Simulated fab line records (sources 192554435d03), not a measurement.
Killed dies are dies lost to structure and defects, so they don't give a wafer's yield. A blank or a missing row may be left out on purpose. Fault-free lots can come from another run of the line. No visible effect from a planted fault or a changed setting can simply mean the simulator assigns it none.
fab line records ; flow n5_finfet
record lots=9; wafers=27; last_day=18
route steps=1938 shown BEOL_M12@1635
lots untouched by any fault: they come from a run of this same line in which no faults occurred
start_h: start of the lot's first displayed wafer, in hours after the record's first day ; wait_h: hours from the lot's prior step to this one ; " identical to the entry in the row above ; L1.1+2: a single row standing in for several wafers ; - either no value or no given start ; * or withheld: withheld ; < > ~ a bound
route shown NAME@n: names a module that has steps shown in the file, with the first one's number in the route ; usual: mean and standard deviation over wafers with no fault ; same: alike in all rows ; chamber/n: place in a boat ; sites: per-site readings ; _std_site: standard deviation of those values ; _edge_site: inner sites' mean taken away from outer sites' mean ; radius_mm: how far each site lies from the wafer's centre ; mask NAME#n: copy n ; behind: tool/chamber where the wafer was last shaped ; hold: why the lot went on hold/how many hours it stayed there/how the hold came to an end ; device: the n, p or np transistor that did not switch ; end of line: at the end of the route, the tests of the same wafers ; where a step has no rows: the recipe by itself ; killed: at the first sort, the dies lost to defects and structure; wafer yield is something else ; map: a wafer's dies, marking killed ones x, the rest . and places with no die _
set.NAME: the setting the step ran with; set.NAME@STEP: the setting that earlier step ran with ; model.NAME: the simulator's own value behind a step, which no gauge read
the route's steps for a sample of lots (tables are steps, rows are wafers)
services: when a tool's chamber went out of use (start_h, in hours from the record's first day, below 0 if earlier), for how many hours, and the reason
## steps
# step N5_BEOL_M12_DESCUM_33
# recipe chemistry=O2; time_s=7.9; source_power_w=50; bias_power_w=20; pressure_mtorr=20; rf_frequency_hz=2.712e+07; temp_c=40; o2_flow_sccm=225
# usual drypump_motor_current_A=5.9/0.56; o2_flow_sccm=225.0/0.68; oes_product_au=0.77/0.091; rf_vpp_V=243.0/1.2; showerhead_plenum_p_Torr=2.08/0.064; throttle_valve_pct=20.46/0.25
lot.wafer;tool;chamber;start_h;wait_h;drypump_motor_current_A;o2_flow_sccm;oes_product_au;rf_hours_counter_h;rf_vpp_V;showerhead_plenum_p_Torr;throttle_valve_pct
L469.1;rie_diel-06;0;236.22;0.2;5.8;225.0;0.68;234;241.4;1.96;20.62
L469.4;rie_diel-06;1;236.22;0.2;5.5;225.2;0.68;208;242.7;1.99;20.96
L469.6;rie_diel-06;2;236.22;0.2;4.9;225.8;0.67;-;245.0;2.14;20.85
L472.3;rie_diel-02;1;250.82;0.0;6.7;225.5;0.80;105;245.5;2.19;20.09
L472.4;rie_diel-02;3;250.82;0.0;5.7;224.8;0.69;229;242.8;2.09;20.81
L472.6;rie_diel-02;1;250.82;0.0;6.7;224.3;0.80;-;244.0;2.19;20.08
L473.2;rie_diel-06;0;262.73;0.0;5.8;225.9;0.67;242;241.8;1.96;20.62
L473.4;rie_diel-06;3;262.73;0.0;5.0;226.0;0.71;203;241.5;2.00;20.11
L473.6;rie_diel-06;1;262.73;0.0;5.5;223.9;0.67;-;241.8;1.99;20.94
L474.1;rie_diel-05;0;272.81;0.0;6.4;223.3;0.79;127;243.6;2.08;20.33
L474.2;rie_diel-05;2;272.81;0.0;6.3;224.7;0.69;224;241.9;2.07;20.81
L474.4;rie_diel-05;1;272.81;0.0;6.7;224.9;0.74;144;243.1;2.10;20.13
L478.1;rie_diel-02;3;307.26;0.0;5.7;225.3;0.68;247;242.6;2.08;20.84
L478.4;rie_diel-02;2;307.26;0.0;6.1;225.4;0.74;155;242.8;2.08;20.44
L478.5;rie_diel-02;2;307.26;0.0;6.1;225.4;0.74;-;242.9;2.08;20.46
L477.1;rie_diel-06;3;317.55;0.1;5.0;226.2;0.69;224;240.1;2.00;20.17
L477.2;rie_diel-06;0;317.55;0.1;5.8;224.5;0.94;6;245.0;2.21;20.36
L477.6;rie_diel-06;3;317.55;0.1;5.0;226.3;0.69;-;242.0;2.00;20.15
L489.1;rie_diel-02;3;364.87;0.0;5.7;224.7;0.95;11;241.7;2.07;20.40
L489.4;rie_diel-02;0;364.87;0.0;5.7;226.2;0.73;208;243.1;2.07;20.60
L489.6;rie_diel-02;2;364.87;0.0;6.1;225.5;0.72;-;242.8;2.08;20.48
L491.2;rie_diel-05;3;379.28;0.0;5.5;225.3;0.77;115;243.0;2.02;20.40
L491.4;rie_diel-05;1;379.28;0.0;6.7;226.6;0.70;182;243.1;2.09;20.16
L491.6;rie_diel-05;3;379.28;0.0;5.5;225.5;0.78;-;242.0;2.02;20.42
L488.2;rie_diel-05;2;380.85;0.0;6.2;224.3;0.95;8;243.6;2.06;20.46
L488.5;rie_diel-05;1;380.85;0.0;6.7;224.7;0.71;-;242.5;2.09;20.18
L488.6;rie_diel-05;0;380.85;0.0;6.4;225.5;0.76;-;244.4;2.07;20.41
# step N5_BEOL_M12_TRENCH_ETCH_34
# recipe chemistry=C4F8/O2/Ar; target=SiOC; target_depth_a=3189.5; mask_material=SOC; pressure_mtorr=30; source_w=3000; bias_w=700; Ar_flow_sccm=400; C4F8_flow_sccm=15; O2_flow_sccm=8; he_inner_torr=15; he_outer_torr=30; time_s=125.5; ion_energy_ev=250
# usual C4F8_flow_sccm=15.00/0.042; drypump_motor_current_A=5.9/0.56; oes_product_au=0.77/0.091; rf_vpp_V=665.0/3; showerhead_plenum_p_Torr=3.41/0.1; throttle_valve_pct=24.27/0.25
lot.wafer;tool;chamber;start_h;wait_h;C4F8_flow_sccm;drypump_motor_current_A;oes_product_au;rf_hours_counter_h;rf_vpp_V;showerhead_plenum_p_Torr;throttle_valve_pct
L469.1;rie_diel-06;0;236.59;0.0;15.02;5.8;0.69;234;661.6;3.22;24.39
L469.4;rie_diel-06;1;236.59;0.0;14.98;5.5;0.70;208;661.6;3.25;24.63
L469.6;rie_diel-06;2;236.59;0.0;15.00;4.9;0.67;-;668.7;3.52;24.72
L472.3;rie_diel-02;1;251.19;0.0;15.06;6.7;0.80;105;671.1;3.60;23.99
L472.4;rie_diel-02;3;251.19;0.0;15.00;5.7;0.69;229;664.0;3.40;24.51
L472.6;rie_diel-02;1;251.19;0.0;15.03;6.7;0.80;-;669.6;3.60;23.99
L473.2;rie_diel-06;0;263.09;0.0;14.99;5.8;0.68;242;659.7;3.22;24.40
L473.4;rie_diel-06;3;263.09;0.0;14.98;5.0;0.71;203;662.0;3.27;23.79
L473.6;rie_diel-06;1;263.09;0.0;14.95;5.5;0.69;-;659.1;3.25;24.65
L474.1;rie_diel-05;0;273.17;0.0;15.05;6.4;0.78;127;665.4;3.45;24.32
L474.2;rie_diel-05;2;273.17;0.0;15.00;6.3;0.70;225;663.8;3.40;24.67
L474.4;rie_diel-05;1;273.17;0.0;15.05;6.7;0.74;144;665.7;3.45;23.97
L478.1;rie_diel-02;3;307.62;0.0;14.99;5.7;0.67;248;664.1;3.39;24.50
L478.4;rie_diel-02;2;307.62;0.0;15.02;6.1;0.75;156;665.3;3.41;24.21
L478.5;rie_diel-02;2;307.62;0.0;15.06;6.1;0.74;-;665.6;3.40;24.19
L477.1;rie_diel-06;3;317.91;0.0;15.09;5.0;0.70;224;660.1;3.26;23.81
L477.2;rie_diel-06;0;317.91;0.0;15.01;5.8;0.96;6;672.1;3.61;24.18
L477.6;rie_diel-06;3;317.91;0.0;15.00;5.0;0.69;-;661.1;3.26;23.80
L489.1;rie_diel-02;3;365.24;0.0;15.02;5.7;0.94;11;664.5;3.38;24.17
L489.4;rie_diel-02;0;365.24;0.0;14.94;5.7;0.73;208;664.3;3.39;24.34
L489.6;rie_diel-02;2;365.24;0.0;15.00;6.1;0.73;-;664.9;3.39;24.21
L491.2;rie_diel-05;3;379.65;0.0;14.96;5.5;0.78;116;663.0;3.32;24.22
L491.4;rie_diel-05;1;379.65;0.0;15.00;6.7;0.72;182;666.0;3.43;24.02
L491.6;rie_diel-05;3;379.65;0.0;14.96;5.5;0.78;-;662.6;3.32;24.25
L488.2;rie_diel-05;2;381.22;0.0;14.92;6.3;0.95;8;663.6;3.39;24.40
L488.5;rie_diel-05;1;381.22;0.0;15.00;6.7;0.71;-;664.8;3.43;24.03
L488.6;rie_diel-05;0;381.22;0.0;15.01;6.5;0.75;-;667.1;3.43;24.37
# step N5_BEOL_M12_SPUTTER_43
# recipe material=TaN; target_thk_a=150; temp_c=50; bias_v=168.6; power_w=15000; chamber_pressure_pa=0.12; time_s=24.19
# usual throttle_valve_pct=30.2/0.99
lot.wafer;tool;chamber;start_h;wait_h;throttle_valve_pct
L469.1;pvd_sputter-02;-;242.17;0.0;31.6
L469.4;pvd_sputter-02;-;242.17;0.0;29.8
L469.6;pvd_sputter-02;-;242.17;0.0;28.4
L472.3;pvd_sputter-01;-;254.59;0.0;29.8
L472.4;pvd_sputter-01;-;254.59;0.0;29.9
L472.6;pvd_sputter-01;-;254.59;0.0;29.8
L473.2;pvd_sputter-01;-;267.52;0.0;29.7
L473.4;pvd_sputter-01;-;267.52;0.0;30.1
L473.6;pvd_sputter-01;-;267.52;0.0;29.4
L474.1;pvd_sputter-03;-;275.86;0.0;30.2
L474.2;pvd_sputter-03;-;275.86;0.0;30.9
L474.4;pvd_sputter-03;-;275.86;0.0;30.3
L478.1;pvd_sputter-01;-;308.35;0.0;29.8
L478.4;pvd_sputter-01;-;308.35;0.0;30.1
L478.5;pvd_sputter-01;-;308.35;0.0;29.8
L477.1;pvd_sputter-01;-;319.97;0.0;31.8
L477.2;pvd_sputter-01;-;319.97;0.0;30.3
L477.6;pvd_sputter-01;-;319.97;0.0;30.3
L489.1;pvd_sputter-03;-;367.02;0.0;31.3
L489.4;pvd_sputter-03;-;367.02;0.0;28.7
L489.6;pvd_sputter-03;-;367.02;0.0;30.2
L491.2;pvd_sputter-02;-;382.11;0.0;30.0
L491.4;pvd_sputter-02;-;382.11;0.0;28.3
L491.6;pvd_sputter-02;-;382.11;0.0;31.8
L488.2;pvd_sputter-02;-;382.61;0.0;29.7
L488.5;pvd_sputter-02;-;382.61;0.0;31.7
L488.6;pvd_sputter-02;-;382.61;0.0;30.0
# step N5_BEOL_M12_SPUTTER_44
# recipe material=Ta; target_thk_a=100; temp_c=50; bias_v=80; power_w=15000; chamber_pressure_pa=0.07; time_s=16.13
# usual throttle_valve_pct=30.2/0.99
lot.wafer;tool;chamber;start_h;wait_h;throttle_valve_pct
L469.1;pvd_sputter-02;-;242.25;0.0;31.9
L469.4;pvd_sputter-02;-;242.25;0.0;29.9
L469.6;pvd_sputter-02;-;242.25;0.0;28.4
L472.3;pvd_sputter-01;-;254.67;0.0;29.6
L472.4;pvd_sputter-01;-;254.67;0.0;29.8
L472.6;pvd_sputter-01;-;254.67;0.0;29.7
L473.2;pvd_sputter-01;-;267.60;0.0;29.5
L473.4;pvd_sputter-01;-;267.60;0.0;29.9
L473.6;pvd_sputter-01;-;267.60;0.0;29.6
L474.1;pvd_sputter-03;-;275.94;0.0;30.2
L474.2;pvd_sputter-03;-;275.94;0.0;31.4
L474.4;pvd_sputter-03;-;275.94;0.0;29.9
L478.1;pvd_sputter-01;-;308.43;0.0;29.8
L478.4;pvd_sputter-01;-;308.43;0.0;29.8
L478.5;pvd_sputter-01;-;308.43;0.0;29.5
L477.1;pvd_sputter-01;-;320.05;0.0;31.6
L477.2;pvd_sputter-01;-;320.05;0.0;30.5
L477.6;pvd_sputter-01;-;320.05;0.0;30.1
L489.1;pvd_sputter-03;-;367.10;0.0;31.7
L489.4;pvd_sputter-03;-;367.10;0.0;28.7
L489.6;pvd_sputter-03;-;367.10;0.0;30.4
L491.2;pvd_sputter-02;-;382.19;0.0;29.7
L491.4;pvd_sputter-02;-;382.19;0.0;28.0
L491.6;pvd_sputter-02;-;382.19;0.0;31.7
L488.2;pvd_sputter-02;-;382.69;0.0;30.0
L488.5;pvd_sputter-02;-;382.69;0.0;31.9
L488.6;pvd_sputter-02;-;382.69;0.0;29.6
# step N5_BEOL_M12_CMP_49
# recipe stop_on=SiOC; t_overpolish_s=20.6; down_force_psi=1; platen_rpm=50; clearing_platen_down_force_psi=1.5; clearing_platen_rpm=50; post_cmp_clean=cu_alkaline; target_thk_nm=320; clearing_platen_pad_velocity_m_s=0.99484; pad_velocity_m_s=0.99484
# usual barrier_field_endpoint_s=30.5/0.71; clearing_platen_rpm=50.000/0.025; motor_current_A=5.4/0.66; platen_rpm=50.00/0.033; retaining_ring_pressure_frac=1.000/0.0049; slurry_filter_dp_kPa=13.50/0.13
lot.wafer;tool;chamber;start_h;wait_h;barrier_field_endpoint_s;clearing_platen_rpm;motor_current_A;platen_rpm;retaining_ring_pressure_frac;slurry_filter_dp_kPa
L469.1;cmp-04;1;243.02;0.3;30.7;49.972;6.3;49.97;0.999;13.48
L469.4;cmp-04;3;243.02;0.3;30.6;49.976;5.8;49.96;1.002;13.39
L469.6;cmp-04;0;243.02;0.3;31.0;49.979;4.8;49.97;0.998;13.56
L472.4;cmp-03;2;255.59;0.1;29.4;49.974;5.4;49.98;0.994;13.20
L472.3;cmp-03;3;255.59;0.1;29.6;49.999;6.2;49.95;0.994;13.34
L472.6;cmp-03;3;255.59;0.1;29.3;49.996;6.4;50.03;0.997;13.62
L473.2;cmp-02;1;268.27;0.2;31.2;50.018;5.7;49.97;1.003;13.41
L473.4;cmp-02;3;268.27;0.2;31.1;49.981;4.8;50.02;1.004;13.45
L473.6;cmp-02;1;268.27;0.2;30.7;50.026;6.1;50.04;1.008;13.62
L474.4;cmp-02;1;276.69;0.1;29.5;50.035;6.0;49.97;1.004;13.78
L474.1;cmp-02;3;276.69;0.1;30.5;49.989;4.8;49.99;0.998;13.59
L474.2;cmp-02;0;276.69;0.1;30.0;49.970;6.1;50.01;0.996;13.72
L478.4;cmp-04;0;309.11;0.2;31.7;49.991;4.5;50.05;0.998;13.32
L478.1;cmp-04;1;309.11;0.2;32.2;50.015;6.3;50.00;1.004;13.57
L478.5;cmp-04;3;309.11;0.2;32.1;50.018;5.4;49.99;1.004;13.62
L477.1;cmp-02;0;320.72;0.3;41.3;50.040;6.1;50.02;0.999;13.81
L477.2;cmp-02;2;320.72;0.3;29.9;50.022;4.8;49.96;0.996;13.34
L477.6;cmp-02;3;320.72;0.3;42.1;50.039;5.0;50.01;1.004;13.52
L489.4;cmp-03;3;367.81;0.2;29.0;49.986;6.2;50.02;1.004;13.68
L489.1;cmp-03;0;367.81;0.2;29.7;49.985;5.1;49.99;1.004;13.44
L489.6;cmp-03;2;367.81;0.2;28.9;49.972;5.4;50.01;1.003;13.22
L491.2;cmp-02;0;382.84;0.2;30.1;50.000;6.4;49.95;1.003;13.42
L491.4;cmp-02;1;382.84;0.2;29.3;49.992;5.9;50.01;0.992;13.45
L491.6;cmp-02;1;382.84;0.2;30.3;50.002;6.0;50.04;1.002;13.58
L488.2;cmp-04;0;383.45;0.2;31.1;49.993;4.6;50.03;1.002;13.42
L488.5;cmp-04;3;383.45;0.2;30.7;49.998;5.6;50.03;0.996;13.42
L488.6;cmp-04;0;383.45;0.2;31.0;50.005;4.5;50.06;1.007;13.51
## services
tool;chamber;start_h;hours;kind
rie_diel-02;-;212.23;1.0;repair
cmp-02;-;226.00;6.5;pm
rie_diel-06;-;227.77;0.4;repair
rie_diel-05;3;229.94;6.9;repair
rie_diel-05;2;235.44;7.4;repair
cmp-04;-;236.49;3.8;pm
rie_diel-05;-;260.09;1.4;repair
cmp-02;-;270.49;3.3;repair
cmp-02;-;281.52;4.0;pm
rie_diel-06;0;287.51;-;clean
rie_diel-06;0;287.51;-;consumable_replace:focus_ring
rie_diel-06;0;287.51;-;consumable_replace:showerhead
rie_diel-06;0;287.51;16.2;scheduled_down
rie_diel-06;0;287.51;16.2;vent_cycle
rie_diel-02;0;294.09;10.7;repair
rie_diel-06;2;303.85;-;clean
rie_diel-06;2;303.85;-;consumable_replace:focus_ring
rie_diel-06;2;303.85;30.6;scheduled_down
rie_diel-06;2;303.85;30.6;vent_cycle
rie_diel-06;1;306.01;2.9;repair
rie_diel-02;3;315.16;-;clean
cmp-04;-;339.29;33.9;repair
cmp-03;-;356.08;2.3;repair
cmp-04;-;375.51;4.0;pm
## key
first_sign step=N5_BEOL_M12_CMP_49; reading=barrier_field_endpoint_s; direction=up; sigmas=16; usual=30.5; struck=41.7
effect none on later readings
met_at N5_BEOL_M12_SPUTTER_43
struck_lots L477
struck_wafers L477.1,L477.6
not_acting_at N5_BEOL_M12_DESCUM_33,N5_BEOL_M12_TRENCH_ETCH_34,N5_BEOL_M12_SPUTTER_44
onset_between 308.35 319.97
fault kind=process_parameter_drift; tool=pvd_sputter-01; chamber=-; onset_h=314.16; steps=N5_BEOL_M12_SPUTTER_43; channel=time_s; offset=*; shape=step; end_h=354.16; scope=struck_wafers_only; acts_in=*; stated=*
